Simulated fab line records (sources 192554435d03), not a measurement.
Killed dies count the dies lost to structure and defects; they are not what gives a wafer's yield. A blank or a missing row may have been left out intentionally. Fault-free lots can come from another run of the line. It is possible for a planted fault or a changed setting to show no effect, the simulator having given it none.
Matching of chambers :: flow n5-finfet :: 3 sister chambers for N5_BEOL_M9_ILD_DEP_00 on pecvd-02
The step deposits SiCOH lowk from DEMS/porogen, target thk 308.51 nm, time 58 s. 14 wafers are shown with their chamber, then 6 later ones without.

## WAFERS, EACH WITH ITS CHAMBER
wafer: L190.4
chamber: 2
showerhead-vpp-V (V): 1226
throttle-valve-pct (%): 13.4
heater-power-w (W): 303

wafer: L190.5
chamber: 1
showerhead-vpp-V (V): 1561
throttle-valve-pct (%): 13.8
heater-power-w (W): 362

wafer: L193.3
chamber: 0
showerhead-vpp-V (V): 1480
throttle-valve-pct (%): 13.8
heater-power-w (W): 246

wafer: L193.5
chamber: 1
showerhead-vpp-V (V): 1560
throttle-valve-pct (%): 14.3
heater-power-w (W): 286

wafer: L193.6
chamber: 0
showerhead-vpp-V (V): 1520
throttle-valve-pct (%): 13.8
heater-power-w (W): 253

wafer: L194.2
chamber: 1
showerhead-vpp-V (V): 1580
throttle-valve-pct (%): 14.5
heater-power-w (W): 299

wafer: L194.5
chamber: 1
showerhead-vpp-V (V): 1573
throttle-valve-pct (%): 14.4
heater-power-w (W): 318

wafer: L194.6
chamber: 2
showerhead-vpp-V (V): 1249
throttle-valve-pct (%): 13.6
heater-power-w (W): 296

wafer: L199.1
chamber: 1
showerhead-vpp-V (V): 1546
throttle-valve-pct (%): 14.2
heater-power-w (W): 366

wafer: L199.3
chamber: 0
showerhead-vpp-V (V): 1508
throttle-valve-pct (%): 13.9
heater-power-w (W): 274

wafer: L199.5
chamber: 1
showerhead-vpp-V (V): 1568
throttle-valve-pct (%): 14.0
heater-power-w (W): 291

wafer: L202.2
chamber: 1
showerhead-vpp-V (V): 1572
throttle-valve-pct (%): 14.4
heater-power-w (W): 352

wafer: L202.4
chamber: 0
showerhead-vpp-V (V): 1505
throttle-valve-pct (%): 14.0
heater-power-w (W): 300

wafer: L202.6
chamber: 1
showerhead-vpp-V (V): 1547
throttle-valve-pct (%): 14.2
heater-power-w (W): 352

SIGNATURES (averages over the wafers above)
reading: showerhead-vpp-V
chamber 0: 1503.25
chamber 1: 1563.38
chamber 2: 1237.50
scatter within a chamber: 14

reading: throttle-valve-pct
chamber 0: 13.875
chamber 1: 14.225
chamber 2: 13.500
scatter within a chamber: 0.196

reading: heater-power-w
chamber 0: 268.25
chamber 1: 328.25
chamber 2: 299.50
scatter within a chamber: 29.6
Rule: a wafer lies at a distance from a chamber equal to the root of the sum of squares, over the readings, of (its reading less the chamber's mean, divided by the reading's scatter). If the next closest chamber is less than 2 further off than the closest, the wafer can't be placed; otherwise it belongs to the closest. The scatter: take each reading less its chamber's mean, square it, sum over the shown wafers, divide by the number of wafers less the number of chambers, and take the root.

## WAFERS WITH NO CHAMBER GIVEN
wafer: L205.4
showerhead-vpp-V (V): 1241
throttle-valve-pct (%): 13.8
heater-power-w (W): 295

wafer: L205.5
showerhead-vpp-V (V): 1486
throttle-valve-pct (%): 13.6
heater-power-w (W): 288

wafer: L205.6
showerhead-vpp-V (V): 1552
throttle-valve-pct (%): 14.3
heater-power-w (W): 359

wafer: L207.2
showerhead-vpp-V (V): 1260
throttle-valve-pct (%): 13.6
heater-power-w (W): 295

wafer: L207.3
showerhead-vpp-V (V): 1557
throttle-valve-pct (%): 14.5
heater-power-w (W): 304

wafer: L207.6
showerhead-vpp-V (V): 1239
throttle-valve-pct (%): 13.9
heater-power-w (W): 233

## CHAMBER TAKEN BY EACH
wafer: L205.4
from the rows above: 2
in truth: 2

wafer: L205.5
from the rows above: 0
in truth: 0

wafer: L205.6
from the rows above: 1
in truth: 1

wafer: L207.2
from the rows above: 2
in truth: 2

wafer: L207.3
from the rows above: 1
in truth: 1

wafer: L207.6
from the rows above: 2
in truth: 2
Correctly placed: 6 of 6. Number that these rows cannot place: 0. 0 placed wrongly.
